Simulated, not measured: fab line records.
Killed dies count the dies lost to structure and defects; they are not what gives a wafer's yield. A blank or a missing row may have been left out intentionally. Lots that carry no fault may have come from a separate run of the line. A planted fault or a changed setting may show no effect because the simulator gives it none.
fab line records	flow n5-finfet
record: lots: 5	wafers: 15	last-day: 15
route steps=1938 shown BEOL_M4@1059 PASSIVATION@1936
lots with no fault: from the same line, run without faults
start-h: hours from the record's first day to the start of the lot's first wafer shown	wait-h: time in hours since the lot's previous step	" identical to the entry in the row above	L1.1+2: a single row standing in for several wafers	- no value, or no start given	* or withheld: withheld	< > ~ a bound
route shown NAME@n: names a module that has steps shown in the file, with the first one's number in the route	usual: mean and standard deviation over wafers with no fault	same: alike in all rows	chamber/n: place in a boat	sites: the reading at each site	_std_site: standard deviation across them	_edge_site: the outer-site mean with the inner-site mean subtracted	radius-mm: for every site, how far away it sits from the centre of the wafer	mask NAME#n: copy n	behind: the most recent tool/chamber to have shaped the wafer	hold: reason for holding the lot/hours on hold/outcome of the hold	device: whichever transistor did not switch (one of n, p or np)	end of line: the same wafers' tests at the end of the route	a step without rows: its recipe alone	killed: the dies lost at the first sort to structure and to defects; this is not the yield of the wafer	map: a wafer's dies, x killed, . not, _ none there
set.NAME: the run value of the setting; set.NAME@STEP: its run value at that earlier step	model.NAME: the simulator's own value behind a step, which no gauge read
a table for each step, a row for each wafer; lots at some steps of the route
services: a tool's chamber out of use, with start hour (start-h, from the record's first day; less than 0 if before it), hours out, and reason
== steps ==
step: N5_BEOL_M4_DESCUM_33
recipe: chemistry: O2	time-s: 7	source-power-w: 50	bias-power-w: 20	pressure-mtorr: 20	rf-frequency-hz: 2.712e+07	temp-c: 40	resist: CAR-EUV	o2-flow-sccm: 225
step: N5_BEOL_M4_ETCH_77
recipe: chemistry: N2/H2	target: underlayer	target-depth-a: 65	mask-material: CAR-EUV	time-s: 5.2	ion-energy-ev: 200	pressure-mtorr: 30	source-w: 840	bias-w: 150	n2-flow-sccm: 200	h2-flow-sccm: 200	ends: cleared
step: N5_BEOL_M4_ETCH_69
recipe: chemistry: CF4	target: SiARC	target-depth-a: 156	mask-material: CAR-EUV	time-s: 26	ion-energy-ev: 80	pressure-mtorr: 40	source-w: 545	bias-w: 36	Ar_flow_sccm: 100	cf4-flow-sccm: 100	ends: cleared
step: N5_BEOL_M4_ALD_98
recipe: material: SiO2	target-thk-a: 25	temp-c: 100	ald-precursor-family: BDEAS	ald-co-reactant: O2-plasma	pulse-time-s: 1	co-reactant-pulse-time-s: 1	purge-time-s: 2	co-reactant-purge-time-s: 2	ald-cycles: 17	pressure-torr: 2
step: N5_BEOL_M4_ETCHBACK_99
recipe: chemistry: CHF3	target: SiO2	target-depth-a: 50	time-s: 10.4	source-w: 215	bias-w: 47	Ar_flow_sccm: 200	CHF3_flow_sccm: 12	ion-energy-ev: 100	pressure-mtorr: 30
step: N5_BEOL_M4_ETCH_70
recipe: chemistry: N2/H2	target: SOC	target-depth-a: 800	overetch-a: 240	mask-material: SiARC	temp-c: 40	time-s: 130	ion-energy-ev: 200	pressure-mtorr: 30	source-w: 840	bias-w: 150	n2-flow-sccm: 200	h2-flow-sccm: 200
step: N5_BEOL_M4_STRIP_71
recipe: chemistry: N2/H2	temp-c: 40	n2-flow-sccm: 200	h2-flow-sccm: 200	rf-frequency-hz: 6e+07
step: N5_BEOL_M4_STRIP_78
recipe: chemistry: N2/H2	temp-c: 40	n2-flow-sccm: 200	h2-flow-sccm: 200	rf-frequency-hz: 6e+07
step: N5_BEOL_M4_VIA_ETCH_34
recipe: chemistry: C4F6/O2	target-depth-a: 694	mask-material: SOC	pressure-mtorr: 15	ion-energy-ev: 250	taper-deg: 4	time-s: 65.9	source-w: 350	bias-w: 170	Ar_flow_sccm: 300	C4F6_flow_sccm: 10	O2_flow_sccm: 10
step: N5_BEOL_M4_STRIP_83
recipe: chemistry: C4F6/O2	resist: SiARC	rf-frequency-hz: 6e+07
step: N5_BEOL_M4_STRIP_36
recipe: chemistry: N2/H2	power-w: 450	temp-c: 40	pressure-mtorr: 20	rf-frequency-hz: 6e+07	overash-fraction: 0.3	bias-power-w: 7	h2-frac: 0.5	n2-flow-sccm: 200	h2-flow-sccm: 200
step: N5_BEOL_M4_TRENCH_ETCH_37
recipe: chemistry: C4F6/O2	target-depth-a: 555.55	target: SiOC	time-s: 29.2	ion-energy-ev: 250	pressure-mtorr: 30	source-w: 355	bias-w: 185	Ar_flow_sccm: 300	C4F6_flow_sccm: 10	O2_flow_sccm: 10
usual: C4F6_flow_sccm: 10.00/0.032	O2_flow_sccm: 10.00/0.03	drypump-motor-current-A: 5.5/0.49	oes-product-au: 0.78/0.074	rf-fwd-power-W: 349.4/1.9	rf-vpp-V: 667/8	showerhead-plenum-p-Torr: 2.83/0.093	throttle-valve-pct: 20.87/0.24
lot.wafer	tool	chamber	start-h	wait-h	C4F6_flow_sccm	O2_flow_sccm	drypump-motor-current-A	oes-product-au	rf-fwd-power-W	rf-hours-counter-h	rf-vpp-V	showerhead-plenum-p-Torr	throttle-valve-pct	model.TiN_of_BEOL_M4_HM_DEP_02.thk-nm
L849.2	rie-diel-06	0	174.93	-	9.98	10.01	5.0	0.72	349.0	191	650	2.93	21.05	17.6
L849.4	"	2	"	"	10.03	10.01	5.2	0.81	349.7	110	672	2.74	20.90	17.4
L849.6	"	0	"	"	10.05	9.98	5.0	0.72	349.1	-	651	2.93	21.06	17.6
L853.3	rie-diel-06	1	178.33	-	-	-	-	-	-	-	-	-	-	19.8
L853.4	"	2	"	"	-	-	-	-	-	-	-	-	-	19.6
L853.6	"	3	"	"	-	-	-	-	-	-	-	-	-	19.8
L855.1	rie-diel-03	3	193.85	-	-	-	-	-	-	-	-	-	-	19.6
L855.3	"	2	"	"	-	-	-	-	-	-	-	-	-	20
L855.6	"	1	"	"	-	-	-	-	-	-	-	-	-	19.8
L854.1	rie-diel-01	3	198.31	-	-	-	-	-	-	-	-	-	-	19.6
L854.5	"	2	"	"	-	-	-	-	-	-	-	-	-	19.6
L854.6	"	3	"	"	-	-	-	-	-	-	-	-	-	19.8
L864.1	rie-diel-06	2	253.90	-	9.94	9.95	5.2	0.78	347.7	138	674	2.73	20.94	17.4
L864.5	"	3	"	"	10.00	10.02	4.9	0.78	350.7	-	675	2.74	20.49	17.6
L864.6	"	2	"	"	9.99	9.97	5.2	0.78	350.4	-	674	2.73	20.93	17.4
step: N5_BEOL_M4_ETCH_41
recipe: chemistry: CH3F/O2	target: SiCN	target-depth-a: 299	taper-deg: 2	time-s: 52.5	ion-energy-ev: 120	mask-material: TiN	pressure-mtorr: 30	source-w: 395	bias-w: 75	Ar_flow_sccm: 150	CH3F_flow_sccm: 30	O2_flow_sccm: 20
step: N5_BEOL_M4_STRIP_97
recipe: chemistry: N2/H2	time-s: 10	power-w: 450	temp-c: 40	pressure-mtorr: 20	rf-frequency-hz: 6e+07	bias-power-w: 7	n2-flow-sccm: 200	h2-flow-sccm: 200
step: N5_BEOL_M4_OCD_MEAS_38
usual: trench-depth-nm: 55.3/0.9
lot.wafer	tool	chamber	start-h	wait-h	trench-depth-nm
L849.2	ocd-02	-	175.08	-	55.4
L849.4	"	-	"	"	57.1
L849.6	"	-	"	"	55.1
L853.3	ocd-02	-	178.49	-	0
L853.4	"	-	"	"	0
L853.6	"	-	"	"	0.5
L855.1	ocd-01	-	194.00	-	0
L855.3	"	-	"	"	0
L855.6	"	-	"	"	0.0
L854.1	ocd-01	-	198.46	-	0
L854.5	"	-	"	"	0
L854.6	"	-	"	"	0
L864.1	ocd-02	-	254.05	-	56.5
L864.5	"	-	"	"	55.0
L864.6	"	-	"	"	56.1
step: N5_BEOL_M4_HM_STRIP_39
recipe: chemistry: peroxide-tin-strip	material: TiN	target-depth-a: 250	temp-c: 50	time-s: 158
step: N5_BEOL_M4_SRD_40
recipe: time-s: 30	temp-c: 23	rinse-liquid: diw	dry: ipa-marangoni
step: N5_BEOL_M4_PRECLEAN_42
recipe: chemistry: residue-remover	time-s: 60	temp-c: 40
step: N5_BEOL_M4_SRD_43
recipe: time-s: 30	temp-c: 23	rinse-liquid: diw	dry: ipa-marangoni
step: N5_BEOL_M4_DEGAS_44
recipe: ambient: vacuum	temp-c: 250	time-s: 60
step: N5_BEOL_M4_PRE_CLEAN_45
recipe: gas: H2/He	time-s: 30	temp-c: 250
step: N5_BEOL_M4_ALD_84
recipe: material: TaN	target-thk-a: *	temp-c: 275	ald-precursor-family: PDMAT	ald-co-reactant: NH3	pressure-torr: 3	carrier-flow-sccm: 1500	pulse-time-s: 2	purge-time-s: 3	co-reactant-purge-time-s: 2	co-reactant-pulse-time-s: 3	ald-cycles: 30	precursor-vessel-temp-c: 75	precursor-vessel-pressure-torr: 26.25	precursor-vessel-carrier-sccm: 1000
step: N5_BEOL_M4_SURFACE_TREAT_85
recipe: gas: Ar	time-s: *	ion-energy-ev: *	ion-current-ma-cm2: 0.5	pressure-mtorr: *	ar-flow-sccm: 30
step: N5_BEOL_M4_CVD_47
recipe: material: Co	target-thk-a: 30	temp-c: withheld	precursor: CCTBA/H2	pressure-torr: 30	time-s: 223.8
step: N5_BEOL_M4_SPUTTER_48
recipe: material: Cu	target-thk-a: 45	temp-c: -20	chamber-pressure-pa: 0.07	power-w: withheld	time-s: 8.29
step: N5_BEOL_M4_ANNEAL_49
recipe: temp-c: 400	time-s: 240	ambient: vacuum
step: N5_BEOL_M4_SPUTTER_79
recipe: material: Cu	target-thk-a: 45	temp-c: -20	chamber-pressure-pa: 0.07	power-w: withheld	time-s: 8.29
step: N5_BEOL_M4_ANNEAL_80
recipe: temp-c: 400	time-s: 240	ambient: vacuum
step: N5_BEOL_M4_SPUTTER_81
recipe: material: Cu	target-thk-a: 45	temp-c: -20	chamber-pressure-pa: 0.07	power-w: withheld	time-s: 8.29
step: N5_BEOL_M4_ANNEAL_82
recipe: temp-c: 400	time-s: 240	ambient: vacuum
step: N5_BEOL_M4_SPUTTER_86
recipe: material: Cu	target-thk-a: 45	temp-c: -20	chamber-pressure-pa: 0.07	power-w: withheld	time-s: 8.29
step: N5_BEOL_M4_ANNEAL_87
recipe: temp-c: 400	time-s: 240	ambient: vacuum
step: N5_BEOL_M4_SPUTTER_88
recipe: material: Cu	target-thk-a: 45	temp-c: -20	chamber-pressure-pa: 0.07	power-w: withheld	time-s: 8.29
step: N5_BEOL_M4_ANNEAL_89
recipe: temp-c: 400	time-s: 240	ambient: vacuum
step: N5_BEOL_M4_SPUTTER_90
recipe: material: Cu	target-thk-a: 45	temp-c: -20	chamber-pressure-pa: 0.07	power-w: withheld	time-s: 8.29
step: N5_BEOL_M4_ANNEAL_91
recipe: temp-c: 400	time-s: 240	ambient: vacuum
step: N5_BEOL_M4_SPUTTER_92
recipe: material: Cu	target-thk-a: 45	temp-c: -20	chamber-pressure-pa: 0.07	power-w: withheld	time-s: 8.29
step: N5_BEOL_M4_ANNEAL_93
recipe: temp-c: 400	time-s: 240	ambient: vacuum
step: N5_BEOL_M4_SPUTTER_94
recipe: material: Cu	target-thk-a: 45	temp-c: -20	chamber-pressure-pa: 0.07	power-w: withheld	time-s: 8.29
step: N5_BEOL_M4_ANNEAL_95
recipe: temp-c: 400	time-s: 240	ambient: vacuum
step: N5_BEOL_M4_CMP_52
recipe: stop-on: SiOC	t-overpolish-s: 6.8	down-force-psi: 1	platen-rpm: 50	clearing-platen-down-force-psi: 1.5	clearing-platen-rpm: 50	post-cmp-clean: cu-alkaline	target-thk-nm: 40	clearing-platen-pad-velocity-m-s: 0.99484	pad-velocity-m-s: 0.99484
usual: motor-current-A: 6.1/0.68	slurry-filter-dp-kPa: 13.49/0.14
lot.wafer	tool	chamber	start-h	wait-h	motor-current-A	slurry-filter-dp-kPa	model.Cu_of_BEOL_M4_ECD_50.thk-nm
L849.2	cmp-01	2	178.98	0.2	7.1	13.57	40.4
L849.4	"	3	"	"	7.0	13.78	42
L849.6	"	1	"	"	5.0	13.46	39.6
L853.4	cmp-03	1	182.25	0.1	5.4	13.39	0
L853.3	"	2	"	"	6.7	13.46	0
L853.6	"	2	"	"	6.4	13.60	0
L855.3	cmp-01	1	197.45	0.2	5.0	13.60	0
L855.1	"	3	"	"	7.3	13.35	1.2
L855.6	"	1	"	"	5.3	13.28	0.6
L854.1	cmp-04	0	201.64	0.4	5.0	13.40	2.6
L854.6	"	1	"	"	6.3	13.52	0.4
L854.5	"	2	"	"	5.6	13.71	0.8
L864.1	cmp-03	0	258.05	0.4	6.3	13.39	43.8
L864.5	"	1	"	"	5.1	13.38	40.6
L864.6	"	2	"	"	6.5	13.49	40.2
step: N5_BEOL_M4_RC_MEAS_101
usual: DIBL_N: 36.3/1.7	DIBL_P: 36.5/1.8	IOFF_N: 0.16/0.033	IOFF_P: 0.21/0.037	ION_N: 675/11	ION_P: 462/7.9	SS_N: 71.6/0.64	SS_P: 73.3/0.68	VT_N: 249/3.3	VT_P: -250/3.3
lot.wafer	tool	chamber	start-h	wait-h	DIBL_N[mV/V]	DIBL_P[mV/V]	IOFF_N[nA/um]	IOFF_P[nA/um]	ION_N[uA/um]	ION_P[uA/um]	SS_N[mV/dec]	SS_P[mV/dec]	VT_N[mV]	VT_P[mV]
L849.2	prober-02	0	179.71	0.2	36.0	36.0	0.17	0.24	697	478	71.6	73.3	248	-249
L849.4	"	0	"	"	35.7	36.2	0.16	0.24	670	467	71.5	73.4	251	-248
L849.6	"	0	"	"	34.0	33.7	0.13	0.19	667	461	72.1	72.2	249	-250
L864.1	prober-02	0	258.55	0.0	38.2	36.6	0.16	0.17	658	441	72.6	73.6	252	-257
L864.5	"	0	"	"	37.6	36.9	0.15	0.18	673	458	71.5	73.1	252	-254
L864.6	"	0	"	"	36.9	35.5	0.14	0.17	658	450	71.8	74.0	252	-255
step: N5_PASSIVATION_PROBE_49
usual: defect-limited-yield: 91.3/1.5	killed_at_M0_to_M3: 34/9.4	killed_at_M4_up: 13/5.3	killed-at-contacts: 13/5.7	killed-at-front-end: 40/10	killed-at-other: 3.7/2.8	killed-dies: 103/17	killed-on-rim: 13/4.2	killed-open: 67/13	killed-short: 35/8.5	sort_bin_5_function: 5.0/0.98	sort_bin_6_memory: 3.3/0.7	sort_bin_8_speed: 0.00/0.007	sort-n-pass: 1077/17	sort-yield-pct: 91.3/1.5
same: gross-dies: 1180	killed-at-back-side: 0	sort_bin_4_leakage[%]: 0
lot.wafer	tool	chamber	start-h	wait-h	defect-limited-yield[%]	killed_at_M0_to_M3	killed_at_M4_up	killed-at-contacts	killed-at-front-end	killed-at-other	killed-dies	killed-on-rim	killed-open	killed-short	sort_bin_5_function[%]	sort_bin_6_memory[%]	sort_bin_8_speed[%]	sort-n-pass	sort-yield-pct[%]
L853.3	prober-01	-	289.61	0.1	0	34	1096	7	43	0	1180	152	62	30	97.2	2.5	0	0	0
L853.4	prober-01	-	289.66	0.2	0	24	1112	5	34	5	1180	152	52	24	97.6	1.9	0	0	0
L853.6	prober-01	-	289.76	0.3	0	33	1085	14	38	10	1180	152	74	32	96.8	3.0	0	0	0
L855.1	prober-02	-	303.54	0.0	0	35	1096	5	41	3	1180	152	75	34	96.5	3.1	0	0	0
L855.3	prober-02	-	303.64	0.1	0	53	1057	5	62	3	1180	152	89	46	94.7	4.9	0	0	0
L855.6	prober-02	-	303.79	0.3	0	57	1063	4	52	4	1180	152	83	44	95.2	4.2	0	0	0
L854.1	prober-01	-	307.59	0.0	0	26	1108	12	31	3	1180	152	45	39	96.0	3.1	0	0	0
L854.5	prober-01	-	307.79	0.2	0	24	1119	11	24	2	1180	152	61	26	97.4	2.5	0	0	0
L854.6	prober-01	-	307.84	0.3	0	33	1086	16	43	2	1180	152	65	32	96.9	3.1	0	0	0
killed by level:class
L853.3 BEOL_M4:area-etch=1085 STI_FIN_REVEAL:geometric-particle:open=19 BEOL_M1:geometric-particle:open=10 FIN_SAQP:geometric-particle:short=8 MOL_CONTACT_COAG:geometric-particle:open=6 BEOL_M3:geometric-particle:open=5 GATE_CUT:geometric-particle:short=4 BEOL_M0_SAQP:geometric-particle:open=4
L853.4 BEOL_M4:area-etch=1102 STI_FIN_REVEAL:geometric-particle:open=14 FIN_SAQP:geometric-particle:short=5 BEOL_M0_SAQP:geometric-particle:open=5 BEOL_M2:geometric-particle:open=5 STI_FIN_REVEAL:geometric-particle:short=4 MOL_CONTACT_COAG:geometric-particle:open=4 BEOL_M1:geometric-particle:open=4
L853.6 BEOL_M4:area-etch=1074 STI_FIN_REVEAL:geometric-particle:open=14 BEOL_M1:geometric-particle:open=9 MOL_CONTACT_COAG:geometric-particle:open=8 STARTING-WAFER:geometric-particle:open=7 FIN_SAQP:geometric-particle:short=6 FIN_SAQP:geometric-particle:open=6 MOL_CONTACT_COAG:geometric-particle:short=6
L855.1 BEOL_M4:area-etch=1071 STI_FIN_REVEAL:geometric-particle:open=14 BEOL_M4:geometric-particle:open=13 BEOL_M0_SAQP:geometric-particle:open=10 BEOL_M0_SAQP:geometric-particle:short=8 BEOL_M3:geometric-particle:open=7 GATE_CUT:geometric-particle:open=6 BEOL_M2:geometric-particle:open=5
L855.3 BEOL_M4:area-etch=1045 BEOL_M0_SAQP:geometric-particle:short=14 BEOL_M1:geometric-particle:open=14 BEOL_M0_SAQP:geometric-particle:open=13 FIN_SAQP:geometric-particle:open=11 DUMMY_GATE:geometric-particle:open=8 BEOL_M2:geometric-particle:open=8 GATE_CUT:geometric-particle:short=7
L855.6 BEOL_M4:area-etch=1051 BEOL_M0_SAQP:geometric-particle:open=18 BEOL_M0_SAQP:geometric-particle:short=13 STI_FIN_REVEAL:geometric-particle:open=13 BEOL_M3:geometric-particle:open=11 DUMMY_GATE:geometric-particle:open=6 GATE_CUT:geometric-particle:short=6 BEOL_M1:geometric-particle:open=6
L854.1 BEOL_M4:area-etch=1095 FIN_SAQP:geometric-particle:short=10 MOL_CONTACT_COAG:geometric-particle:open=8 BEOL_M2:geometric-particle:open=7 BEOL_M1:geometric-particle:short=6 BEOL_M1:geometric-particle:open=5 GATE_CUT:geometric-particle:short=5 BEOL_M0_SAQP:geometric-particle:short=5
L854.5 BEOL_M4:area-etch=1093 MOL_CONTACT_COAG:geometric-particle:open=10 BEOL_M1:geometric-particle:open=7 BEOL_M4:geometric-particle:open=7 FIN_SAQP:geometric-particle:short=6 BEOL_M0_SAQP:geometric-particle:open=6 BEOL_M2:geometric-particle:open=6 BEOL_M6:geometric-particle:open=6
L854.6 BEOL_M4:area-etch=1080 BEOL_M2:geometric-particle:open=12 FIN_SAQP:geometric-particle:short=11 MOL_CONTACT_COAG:geometric-particle:open=11 FIN_SAQP:geometric-particle:open=10 STI_FIN_REVEAL:geometric-particle:open=10 BEOL_M1:geometric-particle:open=7 MOL_CONTACT_COAG:geometric-particle:short=5
map L853.3 (x killed, . not)
_________________xxxxxxxxxxxx________________
______________xxxxxxxxxxxxxxxxxx_____________
___________xxxxxxxxxxxxxxxxxxxxxxxx__________
__________xxxxxxxxxxxxxxxxxxxxxxxxxx_________
________xxxxxxxxxxxxxxxxxxxxxxxxxxxxxx_______
_______xxxxxxxxxxxxxxxxxxxxxxxxxxxxxxxx______
______xxxxxxxxxxxxxxxxxxxxxxxxxxxxxxxxxx_____
_____xxxxxxxxxxxxxxxxxxxxxxxxxxxxxxxxxxxx____
____xxxxxxxxxxxxxxxxxxxxxxxxxxxxxxxxxxxxxx___
___xxxxxxxxxxxxxxxxxxxxxxxxxxxxxxxxxxxxxxxx__
___xxxxxxxxxxxxxxxxxxxxxxxxxxxxxxxxxxxxxxxx__
__xxxxxxxxxxxxxxxxxxxxxxxxxxxxxxxxxxxxxxxxxx_
__xxxxxxxxxxxxxxxxxxxxxxxxxxxxxxxxxxxxxxxxxx_
_xxxxxxxxxxxxxxxxxxxxxxxxxxxxxxxxxxxxxxxxxxxx
_xxxxxxxxxxxxxxxxxxxxxxxxxxxxxxxxxxxxxxxxxxxx
_xxxxxxxxxxxxxxxxxxxxxxxxxxxxxxxxxxxxxxxxxxxx
_xxxxxxxxxxxxxxxxxxxxxxxxxxxxxxxxxxxxxxxxxxxx
_xxxxxxxxxxxxxxxxxxxxxxxxxxxxxxxxxxxxxxxxxxxx
_xxxxxxxxxxxxxxxxxxxxxxxxxxxxxxxxxxxxxxxxxxxx
_xxxxxxxxxxxxxxxxxxxxxxxxxxxxxxxxxxxxxxxxxxxx
_xxxxxxxxxxxxxxxxxxxxxxxxxxxxxxxxxxxxxxxxxxxx
__xxxxxxxxxxxxxxxxxxxxxxxxxxxxxxxxxxxxxxxxxx_
__xxxxxxxxxxxxxxxxxxxxxxxxxxxxxxxxxxxxxxxxxx_
___xxxxxxxxxxxxxxxxxxxxxxxxxxxxxxxxxxxxxxxx__
___xxxxxxxxxxxxxxxxxxxxxxxxxxxxxxxxxxxxxxxx__
____xxxxxxxxxxxxxxxxxxxxxxxxxxxxxxxxxxxxxx___
_____xxxxxxxxxxxxxxxxxxxxxxxxxxxxxxxxxxxx____
______xxxxxxxxxxxxxxxxxxxxxxxxxxxxxxxxxx_____
_______xxxxxxxxxxxxxxxxxxxxxxxxxxxxxxxx______
________xxxxxxxxxxxxxxxxxxxxxxxxxxxxxx_______
__________xxxxxxxxxxxxxxxxxxxxxxxxxx_________
___________xxxxxxxxxxxxxxxxxxxxxxxx__________
______________xxxxxxxxxxxxxxxxxx_____________
_________________xxxxxxxxxxxx________________
map L854.1 (x killed, . not)
_________________xxxxxxxxxxxx________________
______________xxxxxxxxxxxxxxxxxx_____________
___________xxxxxxxxxxxxxxxxxxxxxxxx__________
__________xxxxxxxxxxxxxxxxxxxxxxxxxx_________
________xxxxxxxxxxxxxxxxxxxxxxxxxxxxxx_______
_______xxxxxxxxxxxxxxxxxxxxxxxxxxxxxxxx______
______xxxxxxxxxxxxxxxxxxxxxxxxxxxxxxxxxx_____
_____xxxxxxxxxxxxxxxxxxxxxxxxxxxxxxxxxxxx____
____xxxxxxxxxxxxxxxxxxxxxxxxxxxxxxxxxxxxxx___
___xxxxxxxxxxxxxxxxxxxxxxxxxxxxxxxxxxxxxxxx__
___xxxxxxxxxxxxxxxxxxxxxxxxxxxxxxxxxxxxxxxx__
__xxxxxxxxxxxxxxxxxxxxxxxxxxxxxxxxxxxxxxxxxx_
__xxxxxxxxxxxxxxxxxxxxxxxxxxxxxxxxxxxxxxxxxx_
_xxxxxxxxxxxxxxxxxxxxxxxxxxxxxxxxxxxxxxxxxxxx
_xxxxxxxxxxxxxxxxxxxxxxxxxxxxxxxxxxxxxxxxxxxx
_xxxxxxxxxxxxxxxxxxxxxxxxxxxxxxxxxxxxxxxxxxxx
_xxxxxxxxxxxxxxxxxxxxxxxxxxxxxxxxxxxxxxxxxxxx
_xxxxxxxxxxxxxxxxxxxxxxxxxxxxxxxxxxxxxxxxxxxx
_xxxxxxxxxxxxxxxxxxxxxxxxxxxxxxxxxxxxxxxxxxxx
_xxxxxxxxxxxxxxxxxxxxxxxxxxxxxxxxxxxxxxxxxxxx
_xxxxxxxxxxxxxxxxxxxxxxxxxxxxxxxxxxxxxxxxxxxx
__xxxxxxxxxxxxxxxxxxxxxxxxxxxxxxxxxxxxxxxxxx_
__xxxxxxxxxxxxxxxxxxxxxxxxxxxxxxxxxxxxxxxxxx_
___xxxxxxxxxxxxxxxxxxxxxxxxxxxxxxxxxxxxxxxx__
___xxxxxxxxxxxxxxxxxxxxxxxxxxxxxxxxxxxxxxxx__
____xxxxxxxxxxxxxxxxxxxxxxxxxxxxxxxxxxxxxx___
_____xxxxxxxxxxxxxxxxxxxxxxxxxxxxxxxxxxxx____
______xxxxxxxxxxxxxxxxxxxxxxxxxxxxxxxxxx_____
_______xxxxxxxxxxxxxxxxxxxxxxxxxxxxxxxx______
________xxxxxxxxxxxxxxxxxxxxxxxxxxxxxx_______
__________xxxxxxxxxxxxxxxxxxxxxxxxxx_________
___________xxxxxxxxxxxxxxxxxxxxxxxx__________
______________xxxxxxxxxxxxxxxxxx_____________
_________________xxxxxxxxxxxx________________
== services ==
tool	chamber	start-h	hours	kind
cmp-03	-	185.30	6.0	repair
rie-diel-03	0	187.82	10.9	repair
rie-diel-06	0	188.36	17.2	repair
cmp-01	-	193.40	0.3	repair
rie-diel-03	1	213.27	14.2	repair
rie-diel-03	0	218.88	6.2	repair
cmp-01	-	221.20	4.0	pm
cmp-01	-	225.20	-	consumable-replace:conditioner
cmp-01	-	225.20	-	consumable-replace:pad
cmp-04	-	239.30	0.7	repair
cmp-01	-	247.09	14.3	pm
rie-diel-06	1	254.91	6.7	repair
rie-diel-06	3	258.08	2.7	repair
== key ==
first-sign: step: N5_BEOL_M4_TRENCH_ETCH_37	reading: tool-record	direction: missing
effect: step: N5_BEOL_M4_OCD_MEAS_38	reading: trench-depth-nm	direction: down	sigmas: 62	usual: 55.3	struck: 0.1
effect: step: N5_PASSIVATION_PROBE_49	reading: killed_at_M4_up	direction: up	sigmas: 99+	usual: 13	struck: 1091
model-effect: step: N5_BEOL_M4_TRENCH_ETCH_37	value: TiN_of_BEOL_M4_HM_DEP_02.thk-nm	without: 17.38	struck: 19.73
model-effect: step: N5_BEOL_M4_CMP_52	value: Cu_of_BEOL_M4_ECD_50.thk-nm	without: 39.47	struck: 0.6222
more-kills-born-at: N5_BEOL_M4_TRENCH_ETCH_37@rie-diel-01: 3268	N5_BEOL_M4_TRENCH_ETCH_37@rie-diel-06: 3261	N5_BEOL_M4_TRENCH_ETCH_37@rie-diel-03: 3167
met-at N5_BEOL_M4_TRENCH_ETCH_37
struck-wafers L853.3,L853.4,L853.6,L854.1,L854.5,L854.6,L855.1,L855.3,L855.6
later-rows-left-out L853.3,L853.4,L853.6,L854.1,L854.5,L854.6,L855.1,L855.3,L855.6
onset-between 174.93 178.33
fault: kind: skipped-step-whole	tool: rie-diel-01,rie-diel-03,rie-diel-06	chamber: -	onset-h: 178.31	steps: N5_BEOL_M4_TRENCH_ETCH_37	scope: struck-lots-only
later-rows-left-out: the simulator's readings of these wafers behind a module that went badly wrong aren't trusted and aren't shown, but for the sort
